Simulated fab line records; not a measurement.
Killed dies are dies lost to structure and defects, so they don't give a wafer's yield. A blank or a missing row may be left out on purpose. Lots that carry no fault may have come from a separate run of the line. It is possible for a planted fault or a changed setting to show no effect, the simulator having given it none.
A struck lot beside a sound one :: flow nandHarc :: 15 out of 1159 route steps
Sound: the wafers L917.2, L917.3, L917.4. Wafers struck: L933.2, L933.4, L933.6. The cause comes at the end.
Per side, at each step with rows, come the tool, then ch with its chambers, and then its first start. Under that, the readings that differ: sound wafers :: struck wafers :: difference of the means :: sigmas: that difference in standard deviations of wafers without a fault.
alike: same words and numbers on both sides, and readings whose means sit less than 2 such deviations apart. not compared: any withheld reading, any reading some wafer has no value for, any bound like >300 that may hide the same value, and any number with overlapping values for which the record gives no deviation.
Wherever a step has rows on one side only, a row that says differs or no value, or a row with sigmas, the two part there. Non-overlapping numbers with no deviation appear without sigmas and do not part them. A reading missing from all wafers of one side parts the sides only when that side holds two or more wafers.

first, 1 step without rows for these wafers: NHARC_A_ONON_D1_DEP_12 (target thk 1000 nm).
NHARC_A_ONON_D1_THK_MEAS_14: measures by ellipsometry.
  struck on filmMetro-02, day 11 20:42; sound on filmMetro-01, day 7 22:15
  alike: thkNm
then, 2 steps without rows for these wafers: NHARC_A_ONON_D1_ANNEAL_15 (time 3600 s); NHARC_A_ONON_D1_DEP_16 (target thk 1000 nm).
NHARC_A_ONON_D1_THK_MEAS_18: measures by ellipsometry.
  struck on filmMetro-02, day 12 03:44; sound on filmMetro-01, day 8 05:15
  alike: thkNm
following that, 1 step holds no rows for these wafers, namely NHARC_A_ONON_D1_DEP_19 (target thickness 1000 nm).
NHARC_A_ONON_D1_THK_MEAS_21: measures by ellipsometry.
  struck on filmMetro-02, day 12 04:27; sound on filmMetro-02, day 8 05:49
  alike: thkNm
following that, 1 step holds no rows for these wafers, namely NHARC_A_ONON_D1_DEP_22 (target thickness 1000 nm).
NHARC_A_ONON_D1_THK_MEAS_24: measures by ellipsometry.
  struck on filmMetro-02, day 12 05:01; sound on filmMetro-01, day 8 06:23
  alike: thkNm
following that, 1 step holds no rows for these wafers, namely NHARC_A_ONON_D1_DEP_25 (target thickness 1000 nm).
NHARC_A_ONON_D1_THK_MEAS_27: measures by ellipsometry.
  struck on filmMetro-01, day 12 05:35; sound on filmMetro-02, day 8 06:58
reading: thkNm (nm)
sound: 1015 1016 1016
struck: 996 995 995
difference: -20
sigmas: -3
NHARC_A_ONON_D1_DEP_28: target thk 1000 nm.
  sound on pecvdOnon-04 ch 0, day 8 07:05; struck on pecvdOnon-03 ch 0, day 12 05:42
  alike: n2FlowSccm, nh3FlowSccm
NHARC_A_ONON_D1_THK_MEAS_30: measures by ellipsometry.
  struck on filmMetro-02, day 12 06:10; sound on filmMetro-02, day 8 07:32
reading: thkNm (nm)
sound: 982 981 982
struck: 1830 1827 1829
difference: +847
sigmas: +71
NHARC_A_ONON_D1_DEP_33: deposits SiO2, target thk 200 nm.
  sound on pecvd-03 ch 0,2, day 8 07:35; struck on pecvd-03 ch 0,1,2, day 12 06:13
  alike: heaterPowerW, throttleValvePct
-- break in the record here, with 11 days between the starts of the struck wafers on either side (left off in module A_ONON_D1, picked up again in module END, where the first step shown is number 1159 on the route) --
NHARC_END_SORT_01:
  the record has rows for the struck wafers here (prober-02 ch 0, day 23 11:08) and none for the sound ones

## WHERE THEY PART
Earliest at NHARC_A_ONON_D1_THK_MEAS_27; latest, in this record, at NHARC_END_SORT_01.

WHY: what had been put in by the simulator
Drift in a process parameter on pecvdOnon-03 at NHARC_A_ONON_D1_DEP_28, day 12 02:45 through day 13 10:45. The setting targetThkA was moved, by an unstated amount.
